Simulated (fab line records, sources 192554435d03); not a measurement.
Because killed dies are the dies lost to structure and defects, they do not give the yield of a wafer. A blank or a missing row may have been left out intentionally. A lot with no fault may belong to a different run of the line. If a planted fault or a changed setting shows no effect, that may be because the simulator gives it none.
fab line records ; flow n5_finfet
record: lots: 12; wafers: 36; last_day: 17
route steps=1938 shown GATE_CUT@477
lots that met no fault: taken from a fault-free run of the same line
start_h: hours from the record's opening day to when the first of the lot's shown wafers began ; wait_h: how many hours have passed since the lot's step before this one ; " same as the row above ; L1.1+2: a single row standing in for several wafers ; - no value, or no start given ; * or withheld: withheld ; < > ~ a bound
route shown NAME@n: NAME is a module with steps in the file, n the number in the route of the first one ; usual: the fault-free wafers' mean and standard deviation ; same: alike in all rows ; chamber/n: place in a boat ; sites: readings site by site ; _std_site: standard deviation across them ; _edge_site: mean of outer sites minus mean of inner sites ; radius_mm: for every site, how far away it sits from the centre of the wafer ; mask NAME#n: copy n ; behind: tool/chamber where the wafer was last shaped ; hold: what put the lot on hold/how long, in hours/how the hold closed ; device: the n, p or np transistor that did not switch ; end of line: at the end of the route, the tests of the same wafers ; a step with no rows: only its recipe ; killed: count of dies lost to structure and defects at first sort (not the wafer's yield) ; map: a wafer's dies, marking killed ones x, the rest . and places with no die _
set.NAME: the run value of the setting; set.NAME@STEP: its run value at that earlier step ; model.NAME: the simulator's own value behind a step, which no gauge read
steps of the route over a sample of lots; a table a step, a row a wafer
services: when a tool's chamber went out of use (start_h, in hours from the record's first day, below 0 if earlier), for how many hours, and the reason
== steps ==
step: N5_GATE_CUT_HM_DEP_46
recipe: material: SiO2; target_thk_a: 1300; temp_c: 400; precursor: TEOS/O2; pressure_torr: 6.5; rf_w: 900; teos_flow_sccm: 161.4; gas: O2; flow_sccm: 2650; time_s: 26.6
usual: heater_power_w: 471/78; showerhead_plenum_p_Torr: 8.35/0.042; throttle_valve_pct: 18.9/0.71
lot.wafer;tool;chamber;start_h;wait_h;heater_power_w;showerhead_plenum_p_Torr;throttle_valve_pct
L537.2;pecvd-03;1;81.96;0.0;463;8.37;19.3
L537.3;pecvd-03;2;81.96;0.0;530;8.33;17.4
L537.5;pecvd-03;0;81.96;0.0;355;8.33;19.6
L538.2;pecvd-03;2;86.38;0.0;426;8.33;17.4
L538.3;pecvd-03;0;86.38;0.0;370;8.36;19.6
L538.4;pecvd-03;2;86.38;0.0;439;8.32;17.0
L539.1;pecvd-04;2;95.20;0.0;473;8.30;19.0
L539.2;pecvd-04;1;95.20;0.0;446;8.38;18.7
L539.5;pecvd-04;2;95.20;0.0;475;8.32;19.2
L542.1;pecvd-04;1;111.54;0.0;417;8.39;18.5
L542.4;pecvd-04;2;111.54;0.0;433;8.27;19.0
L542.5;pecvd-04;1;111.54;0.0;424;8.40;18.4
L546.1;pecvd-04;2;135.01;0.0;522;8.31;19.1
L546.2;pecvd-04;0;135.01;0.0;415;8.30;19.1
L546.6;pecvd-04;1;135.01;0.0;434;8.40;18.5
L550.3;pecvd-02;2;163.42;0.0;560;8.38;19.3
L550.4;pecvd-02;2;163.42;0.0;570;8.39;18.9
L550.5;pecvd-02;0;163.42;0.0;570;8.40;17.6
L551.1;pecvd-03;1;166.69;0.0;433;8.35;19.4
L551.4;pecvd-03;1;166.69;0.0;436;8.34;19.2
L551.5;pecvd-03;0;166.69;0.0;333;8.35;20.0
L555.1;pecvd-04;0;189.97;0.0;536;8.29;18.9
L555.2;pecvd-04;1;189.97;0.0;398;8.39;18.5
L555.5;pecvd-04;2;189.97;0.0;451;8.31;18.8
L556.1;pecvd-04;1;197.21;0.0;469;8.39;18.3
L556.2;pecvd-04;2;197.21;0.0;389;8.29;19.4
L556.5;pecvd-04;1;197.21;0.0;466;8.41;18.4
L557.1;pecvd-03;2;200.67;0.0;506;8.33;17.7
L557.2;pecvd-03;1;200.67;0.0;471;8.36;19.1
L557.4;pecvd-03;0;200.67;0.0;300;8.36;20.3
L559.2;pecvd-04;1;215.13;0.0;470;8.41;18.8
L559.5;pecvd-04;2;215.13;0.0;477;8.31;19.3
L559.6;pecvd-04;1;215.13;0.0;462;8.41;18.5
L560.1;pecvd-04;1;220.73;0.0;447;8.42;18.3
L560.4;pecvd-04;0;220.73;0.0;548;8.29;19.1
L560.6;pecvd-04;2;220.73;0.0;461;8.28;19.4
step: N5_GATE_CUT_ALD_22
recipe: material: SiNx; target_thk_a: 160; temp_c: 400; ald_precursor_family: SiH2I2; ald_co_reactant: N2/H2-plasma; pulse_time_s: 1; ald_cycles: 320; purge_time_s: 2; co_reactant_purge_time_s: 2; pressure_torr: 2
usual: heater_power_w: 815/120; precursor_pulse_height_rel: 1.002/0.02
lot.wafer;tool;chamber;start_h;wait_h;heater_power_w;precursor_pulse_height_rel
L537.2;ald_sin-04;0;83.57;0.0;819;0.981
L537.3;ald_sin-04;2;83.57;0.0;963;1.001
L537.5;ald_sin-04;0;83.57;0.0;819;0.995
L538.2;ald_sin-04;2;88.16;0.4;965;1.005
L538.3;ald_sin-04;1;88.16;0.4;942;1.012
L538.4;ald_sin-04;3;88.16;0.4;779;1.035
L539.1;ald_sin-04;3;97.90;1.3;778;1.022
L539.2;ald_sin-04;1;97.90;1.3;905;0.983
L539.5;ald_sin-04;3;97.90;1.3;788;1.020
L542.1;ald_sin-01;2;113.22;0.1;760;0.995
L542.4;ald_sin-01;0;113.22;0.1;791;0.975
L542.5;ald_sin-01;0;113.22;0.1;803;1.007
L546.1;ald_sin-03;0;136.98;0.0;1012;1.003
L546.2;ald_sin-03;2;136.98;0.0;687;0.973
L546.6;ald_sin-03;2;136.98;0.0;689;0.992
L550.3;ald_sin-03;1;164.85;0.0;598;1.015
L550.4;ald_sin-03;2;164.85;0.0;699;1.052
L550.5;ald_sin-03;3;164.85;0.0;827;0.992
L551.1;ald_sin-04;1;168.01;0.0;909;1.023
L551.4;ald_sin-04;2;168.01;0.0;974;0.994
L551.5;ald_sin-04;0;168.01;0.0;829;0.969
L555.1;ald_sin-03;2;191.26;0.0;688;0.984
L555.2;ald_sin-03;1;191.26;0.0;596;0.990
L555.5;ald_sin-03;0;191.26;0.0;1056;1.002
L556.1;ald_sin-01;3;199.09;0.2;886;0.984
L556.2;ald_sin-01;1;199.09;0.2;912;0.999
L556.5;ald_sin-01;3;199.09;0.2;885;1.031
L557.1;ald_sin-03;1;202.12;0.0;600;1.036
L557.2;ald_sin-03;3;202.12;0.0;841;0.986
L557.4;ald_sin-03;0;202.12;0.0;1033;0.989
L559.2;ald_sin-01;2;216.43;0.0;765;1.010
L559.5;ald_sin-01;2;216.43;0.0;790;1.018
L559.6;ald_sin-01;1;216.43;0.0;882;1.023
L560.1;ald_sin-01;1;222.42;0.0;888;0.972
L560.4;ald_sin-01;3;222.42;0.0;873;1.011
L560.6;ald_sin-01;3;222.42;0.0;876;0.977
step: N5_GATE_CUT_THK_MEAS_24
recipe: reads: SiO2_of_GATE_CUT_HM_DEP_46+SiO2_flowable_of_ILD0_FCVD_FILL_01
usual: GC_FILL_THK: 219.8/1.8
lot.wafer;tool;chamber;start_h;wait_h;GC_FILL_THK[nm]
L537.2;film_metro-01;-;85.36;-;218.1
L537.3;film_metro-01;-;85.36;-;216.3
L537.5;film_metro-01;-;85.36;-;219.9
L538.2;film_metro-02;-;89.95;-;215.7
L538.3;film_metro-02;-;89.95;-;217.7
L538.4;film_metro-02;-;89.95;-;218.7
L539.1;film_metro-01;-;99.68;-;216.3
L539.2;film_metro-01;-;99.68;-;217.5
L539.5;film_metro-01;-;99.68;-;222.7
L542.1;film_metro-02;-;115.00;-;218.1
L542.4;film_metro-02;-;115.00;-;220.8
L542.5;film_metro-02;-;115.00;-;221.3
L546.1;film_metro-02;-;138.76;-;221.9
L546.2;film_metro-02;-;138.76;-;220.3
L546.6;film_metro-02;-;138.76;-;227.5
L550.3;film_metro-02;-;166.81;-;221.2
L550.4;film_metro-02;-;166.81;-;218.8
L550.5;film_metro-02;-;166.81;-;221.4
L551.1;film_metro-01;-;169.79;-;219.7
L551.4;film_metro-01;-;169.79;-;218.8
L551.5;film_metro-01;-;169.79;-;218.8
L555.1;film_metro-01;-;193.05;-;217.9
L555.2;film_metro-01;-;193.05;-;218.2
L555.5;film_metro-01;-;193.05;-;218.8
L556.1;film_metro-02;-;200.87;-;221.2
L556.2;film_metro-02;-;200.87;-;216.9
L556.5;film_metro-02;-;200.87;-;221.2
L557.1;film_metro-01;-;203.91;-;215.1
L557.2;film_metro-01;-;203.91;-;221.9
L557.4;film_metro-01;-;203.91;-;219.8
L559.2;film_metro-01;-;218.22;-;219.6
L559.5;film_metro-01;-;218.22;-;221.6
L559.6;film_metro-01;-;218.22;-;218.6
L560.1;film_metro-02;-;224.20;-;220.1
L560.4;film_metro-02;-;224.20;-;222.5
L560.6;film_metro-02;-;224.20;-;222.3
step: N5_GATE_CUT_CMP_43
recipe: material: SiO2; post_cmp_clean: rinse_only
usual: motor_current_A: 11.5/0.81
lot.wafer;tool;chamber;start_h;wait_h;motor_current_A
L537.2;cmp-04;3;85.39;0.0;9.7
L537.3;cmp-04;0;85.39;0.0;10.7
L537.5;cmp-04;0;85.39;0.0;10.5
L538.4;cmp-04;0;89.98;0.0;11.3
L538.3;cmp-04;1;89.98;0.0;11.5
L538.2;cmp-04;2;89.98;0.0;11.1
L539.1;cmp-02;3;99.71;0.0;10.8
L539.2;cmp-02;1;99.71;0.0;12.2
L539.5;cmp-02;0;99.71;0.0;11.4
L542.4;cmp-04;3;115.11;0.1;9.8
L542.1;cmp-04;0;115.11;0.1;10.5
L542.5;cmp-04;2;115.11;0.1;11.4
L546.2;cmp-01;3;138.87;0.1;11.9
L546.1;cmp-01;0;138.87;0.1;10.9
L546.6;cmp-01;3;138.87;0.1;11.3
L550.3;cmp-01;3;166.83;0.0;11.5
L550.4;cmp-01;1;166.83;0.0;11.8
L550.5;cmp-01;3;166.83;0.0;11.5
L551.4;cmp-01;2;169.98;0.2;12.7
L551.1;cmp-01;3;169.98;0.2;11.1
L551.5;cmp-01;1;169.98;0.2;11.3
L555.2;cmp-02;3;193.16;0.1;11.4
L555.1;cmp-02;1;193.16;0.1;12.5
L555.5;cmp-02;3;193.16;0.1;11.3
L556.2;cmp-01;0;200.98;0.1;10.7
L556.1;cmp-01;2;200.98;0.1;12.6
L556.5;cmp-01;0;200.98;0.1;10.8
L557.1;cmp-04;2;204.02;0.1;12.6
L557.2;cmp-04;3;204.02;0.1;9.4
L557.4;cmp-04;0;204.02;0.1;10.9
L559.2;cmp-02;3;218.48;0.3;10.3
L559.5;cmp-02;0;218.48;0.3;11.7
L559.6;cmp-02;1;218.48;0.3;12.3
L560.1;cmp-04;0;224.23;0.0;10.8
L560.4;cmp-04;2;224.23;0.0;11.4
L560.6;cmp-04;0;224.23;0.0;11.4
step: N5_GATE_CUT_CMP_61
recipe: stop_on: SiNx; t_overpolish_s: 3; post_cmp_clean: alkaline_brush; down_force_psi: 4; platen_rpm: 27.09; pad_velocity_m_s: 0.539
usual: motor_current_A: 11.5/0.82
lot.wafer;tool;chamber;start_h;wait_h;motor_current_A
L537.2;cmp-04;3;85.87;0.4;9.8
L537.3;cmp-04;0;85.87;0.4;10.9
L537.5;cmp-04;0;85.87;0.4;11.5
L538.4;cmp-04;0;90.46;0.4;11.1
L538.3;cmp-04;1;90.46;0.4;12.4
L538.2;cmp-04;2;90.46;0.4;12.0
L539.1;cmp-02;3;100.19;0.4;11.6
L539.2;cmp-02;1;100.19;0.4;12.5
L539.5;cmp-02;0;100.19;0.4;12.3
L542.4;cmp-04;3;115.54;0.3;10.0
L542.1;cmp-04;0;115.54;0.3;11.2
L542.5;cmp-04;2;115.54;0.3;11.5
L546.2;cmp-01;3;139.30;0.3;11.6
L546.1;cmp-01;0;139.30;0.3;11.0
L546.6;cmp-01;3;139.30;0.3;11.7
L550.3;cmp-01;3;167.31;0.4;11.6
L550.4;cmp-01;1;167.31;0.4;11.0
L550.5;cmp-01;3;167.31;0.4;11.9
L551.4;cmp-01;2;170.36;0.3;12.5
L551.1;cmp-01;3;170.36;0.3;11.8
L551.5;cmp-01;1;170.36;0.3;11.4
L555.2;cmp-02;3;193.59;0.3;11.1
L555.1;cmp-02;1;193.59;0.3;12.8
L555.5;cmp-02;3;193.59;0.3;10.6
L556.2;cmp-01;0;201.41;0.3;10.6
L556.1;cmp-01;2;201.41;0.3;13.0
L556.5;cmp-01;0;201.41;0.3;10.7
L557.1;cmp-04;2;204.45;0.3;11.8
L557.2;cmp-04;3;204.45;0.3;9.2
L557.4;cmp-04;0;204.45;0.3;11.1
L559.2;cmp-02;3;218.81;0.2;10.4
L559.5;cmp-02;0;218.81;0.2;11.5
L559.6;cmp-02;1;218.81;0.2;12.9
L560.1;cmp-04;0;224.71;0.4;11.3
L560.4;cmp-04;2;224.71;0.4;11.2
L560.6;cmp-04;0;224.71;0.4;11.3
== services ==
tool;chamber;start_h;hours;kind
cmp-01;-;62.62;4.0;pm
pecvd-03;-;63.45;1.4;repair
cmp-01;-;66.62;-;consumable_replace:conditioner
cmp-01;-;66.62;-;consumable_replace:pad
cmp-02;-;84.88;4.3;repair
ald_sin-01;-;85.84;14.0;pm
cmp-01;-;86.09;5.9;pm
pecvd-02;-;101.13;0.5;repair
pecvd-02;-;103.94;2.8;pm
ald_sin-03;-;111.26;6.0;pm
cmp-02;-;128.26;1.0;repair
cmp-02;-;135.48;4.0;pm
pecvd-04;0;137.13;5.5;scheduled_down
ald_sin-04;1;137.93;12.3;repair
cmp-02;-;139.48;-;consumable_replace:conditioner
cmp-02;-;139.48;-;consumable_replace:pad
cmp-02;-;156.69;0.8;repair
pecvd-03;2;164.67;13.1;repair
cmp-04;-;167.18;0.8;repair
ald_sin-04;-;173.10;6.0;pm
ald_sin-04;-;179.10;14.0;pm
pecvd-04;-;189.42;0.3;repair
cmp-04;-;194.39;0.8;repair
pecvd-03;2;210.24;18.6;repair
== key ==
first_sign: step: N5_GATE_CUT_THK_MEAS_24; reading: GC_FILL_THK; direction: up; sigmas: 2.7; usual: 219.8; struck: 224.7
effect none on later readings
met_at N5_GATE_CUT_HM_DEP_46
struck_lots L546
struck_wafers L546.1,L546.6
tester_left_out L546
not_acting_at N5_GATE_CUT_ALD_22,N5_GATE_CUT_CMP_43,N5_GATE_CUT_CMP_61
onset_between 111.54 135.01
fault: kind: process_parameter_drift; tool: pecvd-04; chamber: -; onset_h: 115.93; steps: N5_GATE_CUT_HM_DEP_46; channel: time_s; offset: *; shape: step; end_h: 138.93; scope: struck_wafers_only; acts_in: *; stated: *
tester_left_out: of these lots the tester's yield and bins aren't shown, on N5 and GAA mostly nor the transistor test; their killed dies are dies lost to structure and defects alone, not to doping, threshold or leakage, so they don't give the yield
